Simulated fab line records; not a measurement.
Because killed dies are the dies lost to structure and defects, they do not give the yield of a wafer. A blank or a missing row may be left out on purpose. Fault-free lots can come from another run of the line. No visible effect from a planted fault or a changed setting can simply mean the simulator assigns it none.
Which tool was responsible? || flow nand_harc || Sampling: 13 lots, 39 wafers, 5 of 1302 route steps

== WHAT THE GAUGES READ, wafer by wafer ==
NHARC_A_BONDPAD_CD_MEAS_09 targets a cd of 500 nm.
{"lot": "L242", "measured": "day 22 23:18", "on": "cd_sem-01", "cd_nm (nm)": "498.3 500.9 498.7"}
{"lot": "L243", "measured": "day 23 19:10", "on": "cd_sem-03", "cd_nm (nm)": "499.3 498.8 495.9"}
{"lot": "L244", "measured": "day 23 22:58", "on": "cd_sem-03", "cd_nm (nm)": "501.8 502.7 498.2"}
{"lot": "L254", "measured": "day 28 03:19", "on": "cd_sem-01", "cd_nm (nm)": "500.3 500.6 502.4"}
{"lot": "L253", "measured": "day 28 13:35", "on": "cd_sem-03", "cd_nm (nm)": "500.4 499.9 500.9"}
{"lot": "L257", "measured": "day 29 05:51", "on": "cd_sem-02", "cd_nm (nm)": "499.2 500.4 499.4"}
{"lot": "L258", "measured": "day 29 08:22", "on": "cd_sem-01", "cd_nm (nm)": "500.3 502.5 501.4"}
{"lot": "L259", "measured": "day 30 08:52", "on": "cd_sem-03", "cd_nm (nm)": "499.9 501.3 499.2"}
{"lot": "L260", "measured": "day 30 14:56", "on": "cd_sem-01", "cd_nm (nm)": "501.1 501.2 501.9"}
{"lot": "L262", "measured": "day 31 11:34", "on": "cd_sem-01", "cd_nm (nm)": "501.3 499.0 498.3"}
{"lot": "L263", "measured": "day 32 01:25", "on": "cd_sem-02", "cd_nm (nm)": "498.8 497.7 498.5"}
{"lot": "L264", "measured": "day 32 05:17", "on": "cd_sem-02", "cd_nm (nm)": "501.1 500.0 500.8"}
{"lot": "L265", "measured": "day 32 08:25", "on": "cd_sem-01", "cd_nm (nm)": "497.8 498.9 499.2"}

NHARC_A_BONDPAD_OVL_MEAS_35.
{"lot": "L242", "measured": "day 22 23:24", "on": "overlay-02", "overlay_x_nm (nm)": "6 5 5", "overlay_y_nm (nm)": "-9 -9 -9"}
{"lot": "L243", "measured": "day 23 19:15", "on": "overlay-02", "overlay_x_nm (nm)": "-1 -1 -1", "overlay_y_nm (nm)": "2 2 2"}
{"lot": "L244", "measured": "day 23 23:04", "on": "overlay-02", "overlay_x_nm (nm)": "-12 -12 -12", "overlay_y_nm (nm)": "-8 -8 -7"}
{"lot": "L254", "measured": "day 28 03:25", "on": "overlay-01", "overlay_x_nm (nm)": "-7 -7 -7", "overlay_y_nm (nm)": "-7 -8 -8"}
{"lot": "L253", "measured": "day 28 13:41", "on": "overlay-01", "overlay_x_nm (nm)": "1 0 0", "overlay_y_nm (nm)": "-2 -3 -2"}
{"lot": "L257", "measured": "day 29 05:56", "on": "overlay-01", "overlay_x_nm (nm)": "-2 -2 -1", "overlay_y_nm (nm)": "6 5 6"}
{"lot": "L258", "measured": "day 29 08:26", "on": "overlay-02", "overlay_x_nm (nm)": "-5 -4 -5", "overlay_y_nm (nm)": "2 2 2"}
{"lot": "L259", "measured": "day 30 08:57", "on": "overlay-01", "overlay_x_nm (nm)": "1 0 0", "overlay_y_nm (nm)": "2 2 2"}
{"lot": "L260", "measured": "day 30 15:01", "on": "overlay-02", "overlay_x_nm (nm)": "-1 -1 -1", "overlay_y_nm (nm)": "0 0 1"}
{"lot": "L262", "measured": "day 31 11:39", "on": "overlay-02", "overlay_x_nm (nm)": "-6 -6 -7", "overlay_y_nm (nm)": "-6 -7 -7"}
{"lot": "L263", "measured": "day 32 01:29", "on": "overlay-02", "overlay_x_nm (nm)": "5 4 4", "overlay_y_nm (nm)": "4 4 4"}
{"lot": "L264", "measured": "day 32 05:22", "on": "overlay-02", "overlay_x_nm (nm)": "-3 -3 -3", "overlay_y_nm (nm)": "2 2 2"}
{"lot": "L265", "measured": "day 32 08:30", "on": "overlay-02", "overlay_x_nm (nm)": "-4 -3 -4", "overlay_y_nm (nm)": "0 0 0"}

NHARC_END_SORT_01.
{"lot": "L242", "measured": "day 25 04:06", "on": "prober-01", "defect_limited_yield (%)": "96 95 96", "killed_at_array": "21 25 22", "killed_at_other": "1 2 1", "killed_at_periphery": "3 5 1", "killed_dies": "25 32 24", "killed_open": "4 3 2", "killed_short": "2 2 1"}
{"lot": "L243", "measured": "day 25 21:15", "on": "prober-02", "defect_limited_yield (%)": "92 93 93", "killed_at_array": "50 44 44", "killed_at_other": "1 2 0", "killed_at_periphery": "5 4 4", "killed_dies": "56 50 48", "killed_open": "1 3 1", "killed_short": "3 2 1"}
{"lot": "L244", "measured": "day 25 20:32", "on": "prober-01", "defect_limited_yield (%)": "93 96 97", "killed_at_array": "36 22 18", "killed_at_other": "0 0 0", "killed_at_periphery": "10 4 4", "killed_dies": "46 26 22", "killed_open": "5 3 4", "killed_short": "4 2 2"}
{"lot": "L254", "measured": "day 29 10:28", "on": "prober-02", "defect_limited_yield (%)": "94 93 92", "killed_at_array": "39 44 50", "killed_at_other": "1 1 1", "killed_at_periphery": "1 3 1", "killed_dies": "41 48 52", "killed_open": "3 4 1", "killed_short": "1 1 4"}
{"lot": "L253", "measured": "day 29 22:32", "on": "prober-01", "defect_limited_yield (%)": "91 90 91", "killed_at_array": "61 62 59", "killed_at_other": "1 0 2", "killed_at_periphery": "2 4 1", "killed_dies": "64 66 62", "killed_open": "3 1 3", "killed_short": "0 2 1"}
{"lot": "L257", "measured": "day 30 16:22", "on": "prober-02", "defect_limited_yield (%)": "93 95 93", "killed_at_array": "42 33 32", "killed_at_other": "0 1 1", "killed_at_periphery": "5 1 14", "killed_dies": "47 35 47", "killed_open": "2 2 1", "killed_short": "4 3 3"}
{"lot": "L258", "measured": "day 30 17:56", "on": "prober-01", "defect_limited_yield (%)": "90 90 92", "killed_at_array": "66 62 54", "killed_at_other": "0 0 0", "killed_at_periphery": "1 3 0", "killed_dies": "67 65 54", "killed_open": "4 5 1", "killed_short": "3 3 1"}
{"lot": "L259", "measured": "day 31 13:16", "on": "prober-02", "defect_limited_yield (%)": "92 92 90", "killed_at_array": "46 51 61", "killed_at_other": "0 0 0", "killed_at_periphery": "5 4 6", "killed_dies": "51 55 67", "killed_open": "6 4 6", "killed_short": "2 3 5"}
{"lot": "L260", "measured": "day 31 22:39", "on": "prober-02", "defect_limited_yield (%)": "93 94 93", "killed_at_array": "44 43 42", "killed_at_other": "1 1 3", "killed_at_periphery": "2 0 2", "killed_dies": "47 44 47", "killed_open": "5 3 2", "killed_short": "1 1 2"}
{"lot": "L262", "measured": "day 32 22:49", "on": "prober-01", "defect_limited_yield (%)": "89 88 87", "killed_at_array": "75 76 83", "killed_at_other": "1 0 2", "killed_at_periphery": "0 2 3", "killed_dies": "76 78 88", "killed_open": "1 5 3", "killed_short": "1 0 2"}
{"lot": "L263", "measured": "day 33 08:40", "on": "prober-02", "defect_limited_yield (%)": "93 93 94", "killed_at_array": "40 41 35", "killed_at_other": "0 0 0", "killed_at_periphery": "8 7 9", "killed_dies": "48 48 44", "killed_open": "4 1 2", "killed_short": "2 2 0"}
{"lot": "L264", "measured": "day 33 09:28", "on": "prober-01", "defect_limited_yield (%)": "94 93 92", "killed_at_array": "39 48 49", "killed_at_other": "0 0 1", "killed_at_periphery": "3 1 1", "killed_dies": "42 49 51", "killed_open": "1 4 1", "killed_short": "2 3 2"}
{"lot": "L265", "measured": "day 33 16:28", "on": "prober-02", "defect_limited_yield (%)": "88 85 90", "killed_at_array": "75 98 68", "killed_at_other": "2 2 1", "killed_at_periphery": "1 3 1", "killed_dies": "78 103 70", "killed_open": "2 2 2", "killed_short": "2 6 1"}

== EACH LOT AND THE TOOL THAT RAN IT (in order: tool; ch and the chambers of the sampled wafers; start) ==
{"lot": "L242", "NHARC_A_BONDPAD_SOFTBAKE_04": "litho_track-07 ch 0, day 22 22:00", "NHARC_A_BONDPAD_ETCH_12": "rie_diel-04 ch 1,2,3, day 25 04:06 or earlier"}
{"lot": "L243", "NHARC_A_BONDPAD_SOFTBAKE_04": "litho_track-02 ch 0, day 23 18:00", "NHARC_A_BONDPAD_ETCH_12": "rie_diel-13 ch 1,2,3, day 25 21:15 or earlier"}
{"lot": "L244", "NHARC_A_BONDPAD_SOFTBAKE_04": "litho_track-02 ch 0, day 23 22:00", "NHARC_A_BONDPAD_ETCH_12": "rie_diel-03 ch 1,3, day 25 20:32 or earlier"}
{"lot": "L254", "NHARC_A_BONDPAD_SOFTBAKE_04": "litho_track-07 ch 0, day 28 02:00", "NHARC_A_BONDPAD_ETCH_12": "rie_diel-04 ch 0,2,3, day 29 10:28 or earlier"}
{"lot": "L253", "NHARC_A_BONDPAD_SOFTBAKE_04": "litho_track-07 ch 0, day 28 13:00", "NHARC_A_BONDPAD_ETCH_12": "rie_diel-04 ch 0,2,3, day 29 22:32 or earlier"}
{"lot": "L257", "NHARC_A_BONDPAD_SOFTBAKE_04": "litho_track-03 ch 0, day 29 05:00", "NHARC_A_BONDPAD_ETCH_12": "rie_diel-04 ch 1,2,3, day 30 16:22 or earlier"}
{"lot": "L258", "NHARC_A_BONDPAD_SOFTBAKE_04": "litho_track-03 ch 0, day 29 07:00", "NHARC_A_BONDPAD_ETCH_12": "rie_diel-04 ch 1,2,3, day 30 17:56 or earlier"}
{"lot": "L259", "NHARC_A_BONDPAD_SOFTBAKE_04": "litho_track-03 ch 0, day 30 08:00", "NHARC_A_BONDPAD_ETCH_12": "rie_diel-04 ch 0,2,3, day 31 13:16 or earlier"}
{"lot": "L260", "NHARC_A_BONDPAD_SOFTBAKE_04": "litho_track-02 ch 0, day 30 14:00", "NHARC_A_BONDPAD_ETCH_12": "rie_diel-03 ch 1,3, day 31 22:39 or earlier"}
{"lot": "L262", "NHARC_A_BONDPAD_SOFTBAKE_04": "litho_track-07 ch 0, day 31 11:00", "NHARC_A_BONDPAD_ETCH_12": "rie_diel-04 ch 1,2, day 32 22:49 or earlier"}
{"lot": "L263", "NHARC_A_BONDPAD_SOFTBAKE_04": "litho_track-07 ch 0, day 32 01:00", "NHARC_A_BONDPAD_ETCH_12": "rie_diel-03 ch 0,1,2, day 33 08:40 or earlier"}
{"lot": "L264", "NHARC_A_BONDPAD_SOFTBAKE_04": "litho_track-02 ch 0, day 32 04:00", "NHARC_A_BONDPAD_ETCH_12": "rie_diel-04 ch 0,1,2, day 33 09:28 or earlier"}
{"lot": "L265", "NHARC_A_BONDPAD_SOFTBAKE_04": "litho_track-07 ch 0, day 32 08:00", "NHARC_A_BONDPAD_ETCH_12": "rie_diel-04 ch 0,1,3, day 33 16:28 or earlier"}
- NHARC_A_BONDPAD_SOFTBAKE_04: time 70 s.
- NHARC_A_BONDPAD_ETCH_12: etches the open film in CHF3/O2, target depth 220 nm, time 110 s.

== AS READ BY THE TOOLS THEMSELVES (means over the sampled wafers that have a number; for cases with no such wafer, the mark the record gives instead) ==
NHARC_A_BONDPAD_SOFTBAKE_04.
{"lot": "L242", "tool": "litho_track-07", "heater_power_total_W (W)": 199.2}
{"lot": "L243", "tool": "litho_track-02", "heater_power_total_W (W)": 202.4}
{"lot": "L244", "tool": "litho_track-02", "heater_power_total_W (W)": 200.3}
{"lot": "L254", "tool": "litho_track-07", "heater_power_total_W (W)": 211.9}
{"lot": "L253", "tool": "litho_track-07", "heater_power_total_W (W)": 209.8}
{"lot": "L257", "tool": "litho_track-03", "heater_power_total_W (W)": 200.4}
{"lot": "L258", "tool": "litho_track-03", "heater_power_total_W (W)": 202.3}
{"lot": "L259", "tool": "litho_track-03", "heater_power_total_W (W)": 200.5}
{"lot": "L260", "tool": "litho_track-02", "heater_power_total_W (W)": 201.1}
{"lot": "L262", "tool": "litho_track-07", "heater_power_total_W (W)": 201.3}
{"lot": "L263", "tool": "litho_track-07", "heater_power_total_W (W)": 200.5}
{"lot": "L264", "tool": "litho_track-02", "heater_power_total_W (W)": 201.7}
{"lot": "L265", "tool": "litho_track-07", "heater_power_total_W (W)": 200.3}

NHARC_A_BONDPAD_ETCH_12.
{"lot": "L242", "tool": "rie_diel-04", "drypump_motor_current_A (A)": 5.7, "o2_flow_sccm (sccm)": 9.973, "oes_product_au (a.u.)": 0.959, "rf_vpp_V (V)": 370.8, "showerhead_plenum_p_Torr (Torr)": 2.41, "throttle_valve_pct (%)": 20.571}
{"lot": "L243", "tool": "rie_diel-13", "drypump_motor_current_A (A)": 5.2, "o2_flow_sccm (sccm)": 10.008, "oes_product_au (a.u.)": 0.963, "rf_vpp_V (V)": 370.5, "showerhead_plenum_p_Torr (Torr)": 2.38, "throttle_valve_pct (%)": 20.568}
{"lot": "L244", "tool": "rie_diel-03", "drypump_motor_current_A (A)": 5.6, "o2_flow_sccm (sccm)": 9.988, "oes_product_au (a.u.)": 0.922, "rf_vpp_V (V)": 371.5, "showerhead_plenum_p_Torr (Torr)": 2.44, "throttle_valve_pct (%)": 20.576}
{"lot": "L254", "tool": "rie_diel-04", "drypump_motor_current_A (A)": 5.7, "o2_flow_sccm (sccm)": 10.009, "oes_product_au (a.u.)": 0.958, "rf_vpp_V (V)": 371.9, "showerhead_plenum_p_Torr (Torr)": 2.47, "throttle_valve_pct (%)": 20.567}
{"lot": "L253", "tool": "rie_diel-04", "drypump_motor_current_A (A)": 5.7, "o2_flow_sccm (sccm)": 9.997, "oes_product_au (a.u.)": 0.964, "rf_vpp_V (V)": 372.0, "showerhead_plenum_p_Torr (Torr)": 2.47, "throttle_valve_pct (%)": 20.574}
{"lot": "L257", "tool": "rie_diel-04", "drypump_motor_current_A (A)": 5.7, "o2_flow_sccm (sccm)": 10.022, "oes_product_au (a.u.)": 0.926, "rf_vpp_V (V)": 370.8, "showerhead_plenum_p_Torr (Torr)": 2.41, "throttle_valve_pct (%)": 20.575}
{"lot": "L258", "tool": "rie_diel-04", "drypump_motor_current_A (A)": 5.7, "o2_flow_sccm (sccm)": 9.980, "oes_product_au (a.u.)": 0.966, "rf_vpp_V (V)": 370.8, "showerhead_plenum_p_Torr (Torr)": 2.41, "throttle_valve_pct (%)": 20.577}
{"lot": "L259", "tool": "rie_diel-04", "drypump_motor_current_A (A)": 5.7, "o2_flow_sccm (sccm)": 10.033, "oes_product_au (a.u.)": 0.962, "rf_vpp_V (V)": 371.9, "showerhead_plenum_p_Torr (Torr)": 2.47, "throttle_valve_pct (%)": 20.572}
{"lot": "L260", "tool": "rie_diel-03", "drypump_motor_current_A (A)": 5.7, "o2_flow_sccm (sccm)": 10.005, "oes_product_au (a.u.)": 0.953, "rf_vpp_V (V)": 369.4, "showerhead_plenum_p_Torr (Torr)": 2.36, "throttle_valve_pct (%)": 20.569}
{"lot": "L262", "tool": "rie_diel-04", "drypump_motor_current_A (A)": 6.0, "o2_flow_sccm (sccm)": 10.007, "oes_product_au (a.u.)": 0.960, "rf_vpp_V (V)": 373.1, "showerhead_plenum_p_Torr (Torr)": 2.47, "throttle_valve_pct (%)": 20.580}
{"lot": "L263", "tool": "rie_diel-03", "drypump_motor_current_A (A)": 5.7, "o2_flow_sccm (sccm)": 10.015, "oes_product_au (a.u.)": 0.924, "rf_vpp_V (V)": 372.3, "showerhead_plenum_p_Torr (Torr)": 2.49, "throttle_valve_pct (%)": 20.576}
{"lot": "L264", "tool": "rie_diel-04", "drypump_motor_current_A (A)": 5.5, "o2_flow_sccm (sccm)": 9.994, "oes_product_au (a.u.)": 0.960, "rf_vpp_V (V)": 371.3, "showerhead_plenum_p_Torr (Torr)": 2.44, "throttle_valve_pct (%)": 20.580}
{"lot": "L265", "tool": "rie_diel-04", "drypump_motor_current_A (A)": 5.2, "o2_flow_sccm (sccm)": 10.009, "oes_product_au (a.u.)": 0.966, "rf_vpp_V (V)": 370.5, "showerhead_plenum_p_Torr (Torr)": 2.37, "throttle_valve_pct (%)": 20.571}

== THE ANSWER, worked out from the rows above alone ==
Rule: usual is defined by the lots themselves. The widest of any qualifying gaps counts: lots, ordered by their means at a reading, are off when they make up no more than a third of the lots, leave a main group of 4 or more, and stand apart from it by 3 or more times the standard deviation of that group's means. A main group is skipped when, at the precision printed for the reading in the tables above, its means are all equal. A lot without any number at a reading at which 4 lots or more have one is off too. All remaining lots with rows at the step are treated as sound. After the gauges, taken in route order, come the tools' own readings; for these a lot's mean is taken, as printed above. At the first step where some lot is off, the reading lying furthest off is the one used; lots without a number count as furthest.
Off, at NHARC_A_BONDPAD_SOFTBAKE_04 on heater_power_total_W: L254, L253. For the main group the mean is 200.9 W and the standard deviation 0.92.
A tool fits if, at that step or a process step before it, it ran every lot that is off, and no sound lot after the first of them. No candidate that was tried fits.

== WHAT THE SIMULATOR HAD PUT IN ==
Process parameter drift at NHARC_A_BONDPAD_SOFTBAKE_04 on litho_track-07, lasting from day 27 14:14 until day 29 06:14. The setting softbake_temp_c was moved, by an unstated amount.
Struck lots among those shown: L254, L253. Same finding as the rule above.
